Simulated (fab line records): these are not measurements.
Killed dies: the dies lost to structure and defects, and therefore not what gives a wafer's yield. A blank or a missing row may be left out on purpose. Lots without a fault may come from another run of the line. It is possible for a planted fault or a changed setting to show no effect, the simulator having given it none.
fab line records || flow n5_finfet
[record] {"lots": 4, "wafers": 10, "last_day": 18}
route steps=1938 shown BEOL_M10@1524 BEOL_M11@1536
lots that met no fault: from a run of the same line without faults
start_h: hours from the record's opening day to when the first of the lot's shown wafers began || wait_h: hours elapsed since this lot's preceding step || " identical to the entry in the row above || L1.1+2: several wafers, shown together as one row || - no value present, or no start provided || * or withheld: withheld || < > ~ a bound
route shown NAME@n: a module of which the file shows steps, and the number in the route of the first || usual: mean/standard deviation of fault-free wafers || same: alike in all rows || chamber/n: place in a boat || sites: readings site by site || _std_site: standard deviation of those values || _edge_site: outer sites' mean less inner sites' || radius_mm: for every site, how far away it sits from the centre of the wafer || mask NAME#n: copy n || behind: the last tool/chamber to shape the wafer || hold: why the lot was held/for how many hours/how that ended || device: which transistor (n, p or np) failed to switch || end of line: tests of these same wafers at the route's end || a step without rows: its recipe alone || killed: at the first sort, the dies lost to defects and structure; wafer yield is something else || map: per-die view of a wafer (x killed, . not killed, _ where there is no die)
set.NAME: setting as actually run; set.NAME@STEP: the setting as run at that earlier step || model.NAME: the simulator's own value behind a step, which no gauge read
lots seen at some steps along the route; tables by step, rows by wafer
services: the hour from which a tool's chamber was out of use, counted from the record's first day as start_h (under 0 if before that day), plus the number of hours and why
[[steps]]
[step N5_BEOL_M10_ALD_74]
[recipe] {"material": "TaN", "target_thk_a": 20, "temp_c": 275, "ald_precursor_family": "PDMAT", "ald_co_reactant": "NH3", "pressure_torr": 3, "carrier_flow_sccm": 1500, "pulse_time_s": 2, "purge_time_s": 3, "co_reactant_purge_time_s": 2, "co_reactant_pulse_time_s": 3, "ald_cycles": 40, "precursor_vessel_temp_c": 75, "precursor_vessel_pressure_torr": 26.25, "precursor_vessel_carrier_sccm": 1000}
[step N5_BEOL_M10_SURFACE_TREAT_76]
[recipe] {"gas": "Ar", "time_s": "*", "ion_energy_ev": "*", "ion_current_ma_cm2": 0.5, "pressure_mtorr": "*", "ar_flow_sccm": 30}
[step N5_BEOL_M10_CVD_75]
[recipe] {"material": "Co", "target_thk_a": 20, "temp_c": "withheld", "precursor": "CCTBA/H2", "pressure_torr": 30, "time_s": 138.9}
[step N5_BEOL_M10_SPUTTER_48]
[recipe] {"material": "Cu", "target_thk_a": 120, "temp_c": -20, "bias_v": 60, "power_w": 26000, "chamber_pressure_pa": 0.13, "time_s": 2}
[step N5_BEOL_M10_ECD_50]
[recipe] {"material": "Cu", "target_thk_a": 3180}
[step N5_BEOL_M10_ANNEAL_51]
[recipe] {"temp_c": 225, "time_s": 90, "ambient": "N2"}
[step N5_BEOL_M10_CMP_52]
[recipe] {"stop_on": "SiCOH_lowk", "t_overpolish_s": 7, "down_force_psi": 1, "platen_rpm": 50, "clearing_platen_down_force_psi": 1.5, "clearing_platen_rpm": 50, "post_cmp_clean": "cu_alkaline", "target_thk_nm": 140, "clearing_platen_pad_velocity_m_s": 0.99484, "pad_velocity_m_s": 0.99484}
[step N5_BEOL_M10_PRE_CLEAN_55]
[recipe] {"gas": "NH3", "time_s": 15, "temp_c": "withheld", "rf_power_w": 300}
[step N5_BEOL_M10_DEP_56]
[recipe] {"material": "SiCN", "target_thk_a": 150, "temp_c": "withheld", "precursor": "3MS/NH3", "pressure_torr": 3, "rf_w": 202, "time_s": 26.5}
[step N5_BEOL_M11_ILD_DEP_00]
[recipe] {"material": "SiCOH_lowk", "target_thk_a": 3085.1, "temp_c": 300, "precursor": "DEMS/porogen", "pressure_torr": 5, "rf_w": 500, "time_s": 58}
[usual] {"heater_power_w": "295/48", "rf_fwd_power_W": "496.5/2", "run_length_s": "101.0/0.56", "showerhead_plenum_p_Torr": "5.740/0.015", "throttle_valve_pct": "13.6/0.73"}
{"lot.wafer": "L276.2", "tool": "pecvd-02", "chamber": 2, "start_h": 294.48, "wait_h": 0.0, "heater_power_w": 290, "rf_fwd_power_W": "-", "run_length_s": 92.7, "showerhead_plenum_p_Torr": 5.756, "throttle_valve_pct": 12.3, "model.SiCOH_lowk_of_BEOL_M11_ILD_DEP_00.thk_nm": 257.4}
{"lot.wafer": "L276.5", "tool": "pecvd-02", "chamber": 1, "start_h": 294.48, "wait_h": 0.0, "heater_power_w": 238, "rf_fwd_power_W": 496.0, "run_length_s": 100.6, "showerhead_plenum_p_Torr": 5.707, "throttle_valve_pct": 13.8, "model.SiCOH_lowk_of_BEOL_M11_ILD_DEP_00.thk_nm": 311.6}
{"lot.wafer": "L280.2", "tool": "pecvd-02", "chamber": 2, "start_h": 312.93, "wait_h": 0.0, "heater_power_w": 315, "rf_fwd_power_W": "-", "run_length_s": 92.5, "showerhead_plenum_p_Torr": 5.748, "throttle_valve_pct": 12.6, "model.SiCOH_lowk_of_BEOL_M11_ILD_DEP_00.thk_nm": 265.8}
{"lot.wafer": "L280.6", "tool": "pecvd-02", "chamber": 1, "start_h": 312.93, "wait_h": 0.0, "heater_power_w": 243, "rf_fwd_power_W": "-", "run_length_s": 91.9, "showerhead_plenum_p_Torr": 5.720, "throttle_valve_pct": 13.8, "model.SiCOH_lowk_of_BEOL_M11_ILD_DEP_00.thk_nm": 267.6}
{"lot.wafer": "L282.1", "tool": "pecvd-01", "chamber": 1, "start_h": 335.01, "wait_h": 0.0, "heater_power_w": 401, "rf_fwd_power_W": 500.8, "run_length_s": 101.5, "showerhead_plenum_p_Torr": 5.719, "throttle_valve_pct": 14.6, "model.SiCOH_lowk_of_BEOL_M11_ILD_DEP_00.thk_nm": 308.2}
{"lot.wafer": "L282.2", "tool": "pecvd-01", "chamber": 0, "start_h": 335.01, "wait_h": 0.0, "heater_power_w": 303, "rf_fwd_power_W": 495.2, "run_length_s": 100.6, "showerhead_plenum_p_Torr": 5.753, "throttle_valve_pct": 13.5, "model.SiCOH_lowk_of_BEOL_M11_ILD_DEP_00.thk_nm": 311.6}
{"lot.wafer": "L282.5", "tool": "pecvd-01", "chamber": 1, "start_h": 335.01, "wait_h": 0.0, "heater_power_w": 323, "rf_fwd_power_W": 497.7, "run_length_s": 101.7, "showerhead_plenum_p_Torr": 5.737, "throttle_valve_pct": 14.7, "model.SiCOH_lowk_of_BEOL_M11_ILD_DEP_00.thk_nm": 312}
{"lot.wafer": "L290.1", "tool": "pecvd-02", "chamber": 0, "start_h": 386.97, "wait_h": 0.0, "heater_power_w": 284, "rf_fwd_power_W": 495.2, "run_length_s": 100.7, "showerhead_plenum_p_Torr": 5.728, "throttle_valve_pct": 14.7, "model.SiCOH_lowk_of_BEOL_M11_ILD_DEP_00.thk_nm": 308.2}
{"lot.wafer": "L290.4", "tool": "pecvd-02", "chamber": 0, "start_h": 386.97, "wait_h": 0.0, "heater_power_w": 219, "rf_fwd_power_W": 497.0, "run_length_s": 100.7, "showerhead_plenum_p_Torr": 5.732, "throttle_valve_pct": 14.4, "model.SiCOH_lowk_of_BEOL_M11_ILD_DEP_00.thk_nm": 313.2}
{"lot.wafer": "L290.6", "tool": "pecvd-02", "chamber": 2, "start_h": 386.97, "wait_h": 0.0, "heater_power_w": 311, "rf_fwd_power_W": 497.6, "run_length_s": 101.0, "showerhead_plenum_p_Torr": 5.761, "throttle_valve_pct": 12.7, "model.SiCOH_lowk_of_BEOL_M11_ILD_DEP_00.thk_nm": 308.4}
[step N5_BEOL_M11_CURE_71]
[recipe] {"temp_c": 385, "time_s": 240, "ambient": "He/Ar", "material": "SiCOH_lowk"}
[step N5_BEOL_M11_THK_MEAS_01]
[recipe] {"reads": "SiCOH_lowk_of_BEOL_M11_ILD_DEP_00"}
[usual] {"M11_ILD_THK": "268/4"}
{"lot.wafer": "L276.2", "tool": "film_metro-01", "chamber": "-", "start_h": 295.07, "wait_h": 0.4, "M11_ILD_THK[nm]": 223}
{"lot.wafer": "L276.5", "tool": "film_metro-01", "chamber": "-", "start_h": 295.07, "wait_h": 0.4, "M11_ILD_THK[nm]": 270}
{"lot.wafer": "L280.2", "tool": "film_metro-01", "chamber": "-", "start_h": 313.52, "wait_h": 0.4, "M11_ILD_THK[nm]": 230}
{"lot.wafer": "L280.6", "tool": "film_metro-01", "chamber": "-", "start_h": 313.52, "wait_h": 0.4, "M11_ILD_THK[nm]": 232}
{"lot.wafer": "L282.1", "tool": "film_metro-02", "chamber": "-", "start_h": 335.60, "wait_h": 0.4, "M11_ILD_THK[nm]": 268}
{"lot.wafer": "L282.2", "tool": "film_metro-02", "chamber": "-", "start_h": 335.60, "wait_h": 0.4, "M11_ILD_THK[nm]": 271}
{"lot.wafer": "L282.5", "tool": "film_metro-02", "chamber": "-", "start_h": 335.60, "wait_h": 0.4, "M11_ILD_THK[nm]": 271}
{"lot.wafer": "L290.1", "tool": "film_metro-02", "chamber": "-", "start_h": 387.59, "wait_h": 0.4, "M11_ILD_THK[nm]": 268}
{"lot.wafer": "L290.4", "tool": "film_metro-02", "chamber": "-", "start_h": 387.59, "wait_h": 0.4, "M11_ILD_THK[nm]": 272}
{"lot.wafer": "L290.6", "tool": "film_metro-02", "chamber": "-", "start_h": 387.59, "wait_h": 0.4, "M11_ILD_THK[nm]": 268}
[step N5_BEOL_M11_PECVD_70]
[recipe] {"material": "SiO2", "target_thk_a": 200, "temp_c": 400, "precursor": "TEOS/O2", "pressure_torr": 5.5, "rf_w": 450, "teos_flow_sccm": 53.8, "gas": "O2", "flow_sccm": 3000, "time_s": 22.7}
[step N5_BEOL_M11_HM_DEP_02]
[recipe] {"material": "TiN", "target_thk_a": 200, "temp_c": 25, "chamber_pressure_pa": 0.49996}
[step N5_BEOL_M11_COAT_59]
[recipe] {"resist": "SOC", "temp_c": 250, "time_s": 60, "spin_rpm": 1500, "resist_thk_nm": 100}
[step N5_BEOL_M11_COAT_60]
[recipe] {"resist": "SiARC", "temp_c": 220, "time_s": 60, "spin_rpm": 1500, "resist_thk_nm": 30}
[step N5_BEOL_M11_COAT_05]
[recipe] {"resist": "CAR-ArF", "spin_rpm": 1500, "resist_thk_nm": 90}
[step N5_BEOL_M11_EBR_07]
[recipe] {"solvent": "PGMEA", "ebr_width_mm": 1.5}
[step N5_BEOL_M11_SOFTBAKE_06]
[recipe] {"temp_c": 110, "time_s": 60, "resist": "CAR-ArF"}
[step N5_BEOL_M11_EXPOSE_08]
[recipe] {"mask_id": "M11", "na": 1.35, "source_shape": "dipole", "sigma_inner": 0.411, "sigma_outer": 0.611, "polarization": "te", "dose_mj": 53.75}
[step N5_BEOL_M11_PEB_09]
[recipe] {"peb_temp_c": "withheld", "peb_time_s": 60, "resist": "CAR-ArF"}
[step N5_BEOL_M11_DEVELOP_10]
[recipe] {"develop_time_s": 30, "developer": "TMAH", "resist": "CAR-ArF", "rinse_liquid": "diw", "dry": "air_spin", "dev_temp_c": 23}
[step N5_BEOL_M11_DESCUM_16]
[recipe] {"chemistry": "O2", "time_s": 7.9, "source_power_w": 50, "bias_power_w": 20, "pressure_mtorr": 20, "rf_frequency_hz": 2.712e+07, "temp_c": 40, "resist": "CAR-ArF", "o2_flow_sccm": 225}
[step N5_BEOL_M11_ETCH_61]
[recipe] {"chemistry": "CF4", "target": "SiARC", "target_depth_a": 390, "mask_material": "CAR-ArF", "time_s": 65, "ion_energy_ev": 80, "pressure_mtorr": 40, "source_w": 545, "bias_w": 36, "Ar_flow_sccm": 100, "cf4_flow_sccm": 100, "ends": "cleared"}
[step N5_BEOL_M11_ETCH_62]
[recipe] {"chemistry": "N2/H2", "target": "SOC", "target_depth_a": 1100, "overetch_a": 220, "mask_material": "SiARC", "temp_c": 40, "time_s": 165, "ion_energy_ev": 200, "pressure_mtorr": 30, "source_w": 840, "bias_w": 150, "n2_flow_sccm": 200, "h2_flow_sccm": 200}
[step N5_BEOL_M11_STRIP_68]
[recipe] {"chemistry": "N2/H2", "temp_c": 40, "n2_flow_sccm": 200, "h2_flow_sccm": 200, "rf_frequency_hz": 6e+07}
[step N5_BEOL_M11_STRIP_67]
[recipe] {"chemistry": "CF4", "resist": "SiARC", "power_w": 300, "bias_power_w": 75, "pressure_mtorr": 50, "cf4_flow_sccm": 150, "rf_frequency_hz": 6e+07}
[step N5_BEOL_M11_HM_OPEN_17]
[recipe] {"chemistry": "Cl2/BCl3", "target_depth_a": 200, "overetch_a": 60, "target": "TiN", "mask_material": "SOC", "ion_energy_ev": 150, "pressure_mtorr": 10, "icp_w": 1000, "bias_w": 126, "Cl2_flow_sccm": 53.25, "bcl3_flow_sccm": 21.75, "Ar_flow_sccm": 25}
[step N5_BEOL_M11_STRIP_19]
[recipe] {"chemistry": "O2", "power_w": 400, "temp_c": 40, "pressure_mtorr": 30, "rf_frequency_hz": 6e+07, "bias_power_w": 0, "overash_fraction": 0.2, "o2_flow_sccm": 225}
[step N5_BEOL_M11_COAT_63]
[recipe] {"resist": "SOC", "temp_c": 250, "time_s": 60, "spin_rpm": 1500, "resist_thk_nm": 100}
[step N5_BEOL_M11_COAT_64]
[recipe] {"resist": "SiARC", "temp_c": 220, "time_s": 60, "spin_rpm": 1500, "resist_thk_nm": 30}
[step N5_BEOL_M11_COAT_22]
[recipe] {"resist": "CAR-ArF", "spin_rpm": 1500, "resist_thk_nm": 90}
[step N5_BEOL_M11_EBR_24]
[recipe] {"solvent": "PGMEA", "ebr_width_mm": 1.5}
[step N5_BEOL_M11_SOFTBAKE_23]
[recipe] {"temp_c": 110, "time_s": 60, "resist": "CAR-ArF"}
[step N5_BEOL_M11_EXPOSE_25]
[recipe] {"mask_id": "V10", "na": 1.35, "source_shape": "annular", "sigma_inner": 0.5, "sigma_outer": 0.8, "polarization": "unpolarized", "dose_mj": 85.5}
[step N5_BEOL_M11_CMP_52]
[recipe] {"stop_on": "SiCOH_lowk", "t_overpolish_s": 7, "down_force_psi": 1, "platen_rpm": 50, "clearing_platen_down_force_psi": 1.5, "clearing_platen_rpm": 50, "post_cmp_clean": "cu_alkaline", "target_thk_nm": 140, "clearing_platen_pad_velocity_m_s": 0.99484, "pad_velocity_m_s": 0.99484}
[usual] {"clearing_platen_rpm": "50.003/0.025", "motor_current_A": "6.3/0.65", "pad_life_wafers": "1257/630"}
{"lot.wafer": "L276.2", "tool": "cmp-03", "chamber": 3, "start_h": 302.65, "wait_h": 0.4, "clearing_platen_rpm": 50.016, "motor_current_A": 6.3, "pad_life_wafers": 1461, "model.SiCOH_lowk_of_BEOL_M11_ILD_DEP_00.thk_nm": 220}
{"lot.wafer": "L276.5", "tool": "cmp-03", "chamber": 1, "start_h": 302.65, "wait_h": 0.4, "clearing_platen_rpm": 50.005, "motor_current_A": 7.5, "pad_life_wafers": "-", "model.SiCOH_lowk_of_BEOL_M11_ILD_DEP_00.thk_nm": 267.6}
{"lot.wafer": "L280.2", "tool": "cmp-01", "chamber": 0, "start_h": 321.19, "wait_h": 0.3, "clearing_platen_rpm": 49.951, "motor_current_A": 6.3, "pad_life_wafers": 98, "model.SiCOH_lowk_of_BEOL_M11_ILD_DEP_00.thk_nm": 227.4}
{"lot.wafer": "L280.6", "tool": "cmp-01", "chamber": 3, "start_h": 321.19, "wait_h": 0.3, "clearing_platen_rpm": 49.991, "motor_current_A": 6.3, "pad_life_wafers": "-", "model.SiCOH_lowk_of_BEOL_M11_ILD_DEP_00.thk_nm": 229}
{"lot.wafer": "L282.1", "tool": "cmp-03", "chamber": 1, "start_h": 345.70, "wait_h": 0.3, "clearing_platen_rpm": 50.032, "motor_current_A": 7.5, "pad_life_wafers": 1766, "model.SiCOH_lowk_of_BEOL_M11_ILD_DEP_00.thk_nm": 264.6}
{"lot.wafer": "L282.2", "tool": "cmp-03", "chamber": 2, "start_h": 345.70, "wait_h": 0.3, "clearing_platen_rpm": 50.013, "motor_current_A": 5.2, "pad_life_wafers": 1767, "model.SiCOH_lowk_of_BEOL_M11_ILD_DEP_00.thk_nm": 267.8}
{"lot.wafer": "L282.5", "tool": "cmp-03", "chamber": 0, "start_h": 345.70, "wait_h": 0.3, "clearing_platen_rpm": 50.035, "motor_current_A": 5.8, "pad_life_wafers": "-", "model.SiCOH_lowk_of_BEOL_M11_ILD_DEP_00.thk_nm": 268}
{"lot.wafer": "L290.4", "tool": "cmp-01", "chamber": 1, "start_h": 392.99, "wait_h": 0.1, "clearing_platen_rpm": 49.998, "motor_current_A": 6.6, "pad_life_wafers": 642, "model.SiCOH_lowk_of_BEOL_M11_ILD_DEP_00.thk_nm": 269.2}
{"lot.wafer": "L290.1", "tool": "cmp-01", "chamber": 0, "start_h": 392.99, "wait_h": 0.1, "clearing_platen_rpm": 49.960, "motor_current_A": 6.4, "pad_life_wafers": 645, "model.SiCOH_lowk_of_BEOL_M11_ILD_DEP_00.thk_nm": 264.6}
{"lot.wafer": "L290.6", "tool": "cmp-01", "chamber": 1, "start_h": 392.99, "wait_h": 0.1, "clearing_platen_rpm": 50.018, "motor_current_A": 6.8, "pad_life_wafers": "-", "model.SiCOH_lowk_of_BEOL_M11_ILD_DEP_00.thk_nm": 265}
[[services]]
{"tool": "cmp-01", "chamber": "-", "start_h": 295.25, "hours": 2.0, "kind": "repair"}
{"tool": "cmp-03", "chamber": "-", "start_h": 299.96, "hours": 2.0, "kind": "repair"}
{"tool": "cmp-03", "chamber": "-", "start_h": 303.94, "hours": 4.4, "kind": "pm"}
{"tool": "cmp-01", "chamber": "-", "start_h": 306.26, "hours": 4.0, "kind": "pm"}
{"tool": "cmp-01", "chamber": "-", "start_h": 310.26, "hours": "-", "kind": "consumable_replace:conditioner"}
{"tool": "cmp-01", "chamber": "-", "start_h": 310.26, "hours": "-", "kind": "consumable_replace:pad"}
{"tool": "pecvd-01", "chamber": 0, "start_h": 318.38, "hours": 5.5, "kind": "scheduled_down"}
{"tool": "cmp-03", "chamber": "-", "start_h": 364.38, "hours": 5.4, "kind": "repair"}
{"tool": "pecvd-02", "chamber": 1, "start_h": 383.62, "hours": "-", "kind": "clean"}
{"tool": "pecvd-02", "chamber": 1, "start_h": 383.62, "hours": "-", "kind": "consumable_replace:showerhead"}
{"tool": "pecvd-02", "chamber": 1, "start_h": 383.62, "hours": 29.0, "kind": "scheduled_down"}
{"tool": "pecvd-02", "chamber": 1, "start_h": 383.62, "hours": 29.0, "kind": "vent_cycle"}
{"tool": "pecvd-02", "chamber": "-", "start_h": 385.94, "hours": 0.4, "kind": "repair"}
{"tool": "cmp-03", "chamber": "-", "start_h": 389.48, "hours": 4.0, "kind": "pm"}
[[key]]
[first_sign] {"step": "N5_BEOL_M11_ILD_DEP_00", "reading": "run_length_s", "direction": "down", "sigmas": 15, "usual": "*", "struck": "*"}
[effect] {"step": "N5_BEOL_M11_THK_MEAS_01", "reading": "M11_ILD_THK", "direction": "down", "sigmas": 10, "usual": 268, "struck": 228}
[model_effect] {"step": "N5_BEOL_M11_ILD_DEP_00", "value": "SiCOH_lowk_of_BEOL_M11_ILD_DEP_00.thk_nm", "without": 310.1, "struck": 263.6}
[model_effect] {"step": "N5_BEOL_M11_CMP_52", "value": "SiCOH_lowk_of_BEOL_M11_ILD_DEP_00.thk_nm", "without": 266.4, "struck": 225.5}
met_at N5_BEOL_M11_ILD_DEP_00
struck_wafers L276.2,L280.2,L280.6
[fault] {"kind": "process_parameter_drift", "tool": "pecvd-02", "chamber": "-", "onset_h": 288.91, "steps": "N5_BEOL_M11_ILD_DEP_00", "channel": "time_s", "offset": "*", "shape": "step", "end_h": 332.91, "scope": "struck_wafers_only", "acts_in": "*", "stated": "*"}
